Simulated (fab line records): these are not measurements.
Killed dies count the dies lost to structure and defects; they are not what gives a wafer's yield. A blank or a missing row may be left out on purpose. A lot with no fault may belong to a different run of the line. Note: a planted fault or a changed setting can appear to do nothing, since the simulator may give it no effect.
Matching of chambers | flow n5-finfet | N5_SD_EPI_P_SD_RECESS_17 on rie-si-01 has 4 sister chambers
The step chemistry HBr/Cl2/O2, target depth 39.1 nm, bt time 3 s. 4 wafers are shown with their chamber, then 9 later ones without.

## EACH WAFER AND ITS CHAMBER
wafer  | chamber | throttle-valve-pct (%)
L077.6 | 2       | 36.6
L083.2 | 3       | 36.7
L083.5 | 1       | 37.9
L083.6 | 0       | 37.1

## WAFERS WITH NO CHAMBER GIVEN
wafer  | throttle-valve-pct (%)
L089.1 | 37.9
L089.4 | 36.7
L089.5 | 37.2
L090.1 | 37.2
L090.2 | 36.7
L090.5 | 37.2
L096.1 | 37.9
L096.3 | 37.1
L096.5 | 36.7

## WHICH CHAMBER EACH WENT THROUGH
wafer  | from the rows above     | in truth
L089.1 | 1                       | 1
L089.4 | can't be placed: 3 or 2 | 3
L089.5 | 0                       | 0
L090.1 | 0                       | 0
L090.2 | can't be placed: 3 or 2 | 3
L090.5 | 0                       | 0
L096.1 | 1                       | 1
L096.3 | 0                       | 0
L096.5 | can't be placed: 3 or 2 | 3
Placed correctly: 6 of 9. Cannot be placed on the basis of these rows: 3; the candidates contain the true chamber in 3. Number placed wrongly: 0.
How it was worked out, from the rows above alone: a wafer's distance from a chamber is the root of the sum, over the readings, of the square of ((its reading less the chamber's mean) divided by the reading's scatter). The wafer belongs to the nearest chamber; if the next one is less than 2 further off, it can't be placed. The mean given for a chamber averages the wafers shown for that chamber. The scatter: with one shown wafer a chamber, the root of the mean of the squares of how far each hidden wafer lies from its nearest shown one.
